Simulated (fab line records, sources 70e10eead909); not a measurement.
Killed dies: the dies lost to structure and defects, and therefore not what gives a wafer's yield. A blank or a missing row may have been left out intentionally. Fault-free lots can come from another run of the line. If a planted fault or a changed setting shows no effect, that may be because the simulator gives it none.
Struck lot and sound lot, side by side / flow nand_harc / 23 steps out of a route of 1159
Sound: the wafers L965.2, L965.3, L965.5. Wafers L966.2, L966.3, L966.4 were the ones struck. At the end, the cause is stated.
Each step with rows lists, per side, the tool, then ch with its chambers, then its first start. Under that, the readings that differ: sound wafers / struck wafers / difference of the means / sigmas: that difference in standard deviations of wafers without a fault.
alike: readings whose means differ by less than 2 such deviations, and words and numbers that are the same on both sides. not compared: withheld readings, readings that some wafer has no value for, bounds like >300 that may hide the same value, and numbers for which the record gives no deviation and whose values overlap.
A row with sigmas, a row that says differs or no value, or rows on one side alone: a step with any of these is where the two part. Numbers that have no deviation but don't overlap get no sigmas and don't part them. A reading that every wafer of one side lacks parts them only if that side has two wafers or more.

NHARC_A_CONTACT_CVD_19: deposits W, target thk 300 nm, time 802 s.
  sound: cvd_w-01 ch 0,1; struck: cvd_w-02 ch 0,1
  alike: heater_power_w, throttle_valve_pct
  not compared: since_wet_clean_h
NHARC_A_CONTACT_CMP_20: polishes, t overpolish 30 s, target thk 300 nm.
  sound on cmp-03 ch 0,1,3, day 18 10:58; struck on cmp-01 ch 0,2,3, day 18 15:43
  alike: motor_current_A, overpolish_run_s, time_to_endpoint_s
after that, 1 step had no rows for these wafers: NHARC_A_CONTACT_SRD_22.
NHARC_A_CONTACT_INSPECT_23:
  sound: defect_inspect-02 at day 18 11:21; struck: defect_inspect-01 at day 18 16:07
  alike: raw_defect_count
then, 7 steps without rows for these wafers: NHARC_A_BLC_DEHYDRATE_00 (time 120 s); NHARC_A_BLC_HMDS_01 (time 30 s); NHARC_A_BLC_COAT_02 (time 75 s); NHARC_A_BLC_COAT_03 (time 65 s); NHARC_A_BLC_COAT_04 (resist thk 90 nm); NHARC_A_BLC_SOFTBAKE_05 (time 55 s); NHARC_A_BLC_EBR_06.
NHARC_A_BLC_EXPOSE_07: exposes mask A BLC, target cd 100 nm.
  sound on arfi_scanner-02 ch 0, day 18 11:43; struck on arfi_scanner-02 ch 0, day 18 16:22
reading=exposure_dose_mJ_cm2; sound=68.08 68.02 68.07; struck=73.54 73.66 73.62; difference=+5.55; sigmas=+78
  alike: mask
then, 2 steps without rows for these wafers: NHARC_A_BLC_PEB_08 (peb time 65 s); NHARC_A_BLC_DEVELOP_09 (develop time 35 s).
NHARC_A_BLC_CD_MEAS_10 targets a cd of 100 nm.
  sound on cd_sem-01 ch 0, day 18 11:52; struck on cd_sem-02 ch 0, day 18 16:30
reading=cd_nm (nm); sound=99.7 99.1 99.6; struck=103.2 104.8 104.1; difference=+4.6; sigmas=+8
NHARC_A_BLC_OVL_MEAS_11:
  sound: overlay-01 at day 18 11:56; struck: overlay-02 at day 18 16:35
reading=overlay_y_nm (nm); sound=-2.1 -2.9 -1.3; struck=-0.2 0.4 0.3; difference=+2.3; sigmas=+3
  alike: overlay_x_nm
NHARC_A_BLC_INSPECT_12:
  sound: defect_inspect-01 at day 18 11:59; struck: defect_inspect-02 at day 18 16:38
  alike: raw_defect_count
NHARC_A_BLC_DESCUM_15: chemistry O2, time 3 s.
  sound on rie_diel-02 ch 1,2,3, day 18 12:03; struck on rie_diel-02 ch 0,2,3, day 18 16:41
reading=model.A_BLC.cd_nm (nm); sound=99.21 98.78 99.18; struck=104.3 104.4 103.6; difference=+5.0; sigmas=
  alike: drypump_motor_current_A, oes_product_au, rf_vpp_V, showerhead_plenum_p_Torr, throttle_valve_pct
  not compared: rf_hours_counter_h
NHARC_A_BLC_ETCH_16: etches the open film in CF4, target depth 39 nm, time 65 s.
  sound on rie_diel-02 ch 0,1,2, day 18 12:08; struck on rie_diel-02 ch 0,2,3, day 18 16:47
  alike: drypump_motor_current_A, oes_product_au, rf_vpp_V, showerhead_plenum_p_Torr, throttle_valve_pct
  not compared: rf_hours_counter_h
NHARC_A_BLC_ETCH_17: etches the open film in N2/H2, target depth 390 nm, time 609.38 s.
  sound: rie_diel-02 ch 1,3; struck: rie_diel-02 ch 0,2,3
  alike: drypump_motor_current_A, oes_product_au, rf_vpp_V, showerhead_plenum_p_Torr, throttle_valve_pct
  not compared: rf_hours_counter_h
NHARC_A_BLC_ETCH_18: etches the open film in C4F8/O2/Ar, target depth 910 nm.
  sound: rie_diel-02 ch 2,3; struck: rie_diel-02 ch 0,1,3
reading=model.A_BLC.cd_nm (nm); sound=102.5 99.7 100.4; struck=108.2 104.5 105.9; difference=+5.3; sigmas=
  alike: oes_product_au, rf_vpp_V
  not compared: rf_hours_counter_h
NHARC_A_BLC_CD_MEAS_19:
  sound: cd_sem-02 at day 18 13:01; struck: cd_sem-02 at day 18 17:39
reading=cd_nm (nm); sound=102.6 99.9 100.5; struck=108.2 104.6 105.6; difference=+5.1; sigmas=+3
-- the record jumps here: 2 days lie between the struck wafers' starts before and after (it left off in module A_BLC and takes up again in module END, whose first step shown is number 1159 of the route) --
NHARC_END_SORT_01:
  sound on prober-02 ch 0, day 20 19:23; struck on prober-01 ch 0, day 20 19:27
  alike: killed_at_array, killed_at_other, killed_at_periphery, killed_dies, killed_open, killed_short

WHERE THEY PART
Earliest at NHARC_A_BLC_EXPOSE_07; latest, in this record, at NHARC_A_BLC_CD_MEAS_19. Later steps at which nothing parts them and some readings are alike: NHARC_END_SORT_01.

WHY: whatever the simulator had introduced
Drift in process parameters on arfi_scanner-02 at NHARC_A_BLC_EXPOSE_07, starting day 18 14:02. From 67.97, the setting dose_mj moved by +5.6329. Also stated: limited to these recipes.
